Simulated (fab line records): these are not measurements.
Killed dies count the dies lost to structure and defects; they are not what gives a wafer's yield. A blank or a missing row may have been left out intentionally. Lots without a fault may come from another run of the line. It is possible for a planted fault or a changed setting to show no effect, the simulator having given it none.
Matching of chambers | flow nand_harc | NHARC_A_CONTACT_CMP_20 on cmp-04: 4 sister chambers
The step polishes, t overpolish 30 s, target thk 300 nm. 18 wafers are shown with their chamber, then 9 later ones without.

== EACH WAFER AND ITS CHAMBER ==
wafer  | chamber | motor_current_A (A) | overpolish_run_s (s) | time_to_endpoint_s (s)
L077.1 | 2       | 12.2                | 30.000               | 64
L077.2 | 0       | 11.3                | 30.002               | 61
L077.4 | 1       | 13.8                | 30.019               | 60
L078.4 | 1       | 13.6                | 30.005               | 63
L078.5 | 0       | 11.6                | 30.007               | 60
L078.6 | 3       | 14.0                | 29.990               | 68
L081.1 | 2       | 11.9                | 30.006               | 64
L081.2 | 0       | 11.9                | 30.011               | 60
L081.4 | 1       | 14.2                | 30.003               | 60
L082.4 | 2       | 11.7                | 30.020               | 56
L082.5 | 3       | 12.7                | 29.988               | 59
L082.6 | 0       | 12.0                | 30.002               | 56
L085.2 | 2       | 12.1                | 29.995               | 63
L085.4 | 1       | 14.4                | 29.992               | 60
L085.6 | 3       | 13.9                | 29.997               | 64
L090.1 | 0       | 11.6                | 30.014               | 58
L090.4 | 1       | 14.2                | 29.987               | 58
L090.5 | 0       | 11.1                | 30.006               | 57

SIGNATURES (means of the wafers above)
reading            | chamber 0 | chamber 1 | chamber 2 | chamber 3 | scatter within a chamber
motor_current_A    | 11.583    | 14.040    | 11.975    | 13.533    | 0.398
overpolish_run_s   | 30.00700  | 30.00120  | 30.00525  | 29.99167  | 0.00899
time_to_endpoint_s | 58.67     | 60.20     | 61.75     | 63.67     | 2.9
Rule: for each reading, subtract the chamber's mean from the wafer's reading, divide by that reading's scatter and square the result; add these up over the readings and take the root, which gives the wafer's distance from the chamber. The wafer belongs to the nearest chamber; if the next one is less than 2 further off, it can't be placed. How the scatter is found: for the shown wafers, subtract from each reading the mean of its chamber, square and add these, divide the total by (wafers less chambers), then take the root.

== WAFERS WHOSE CHAMBER IS MISSING ==
wafer  | motor_current_A (A) | overpolish_run_s (s) | time_to_endpoint_s (s)
L091.1 | 11.5                | 29.998               | 55
L091.3 | 14.6                | 29.985               | 58
L091.4 | 12.7                | 30.002               | 59
L092.1 | 13.7                | 30.006               | 64
L092.2 | 11.4                | 29.986               | 59
L092.5 | 13.8                | 30.000               | 66
L097.1 | 13.9                | 30.002               | 64
L097.2 | 14.6                | 30.007               | 61
L097.4 | 11.7                | 30.000               | 64

== WHICH CHAMBER EACH WENT THROUGH ==
wafer  | from the rows above               | in truth
L091.1 | can't be placed: 0 or 2           | 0
L091.3 | can't be placed: 1 or 3           | 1
L091.4 | can't be placed: 2 or 0 or 3 or 1 | 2
L092.1 | can't be placed: 3 or 1           | 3
L092.2 | can't be placed: 0 or 2           | 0
L092.5 | can't be placed: 3 or 1           | 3
L097.1 | can't be placed: 1 or 3           | 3
L097.2 | can't be placed: 1 or 3           | 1
L097.4 | can't be placed: 2 or 0           | 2
Correctly placed: 0 of 9. Unplaceable from these rows: 9, with the true chamber sitting among the candidates in 9. Placed wrongly: 0.
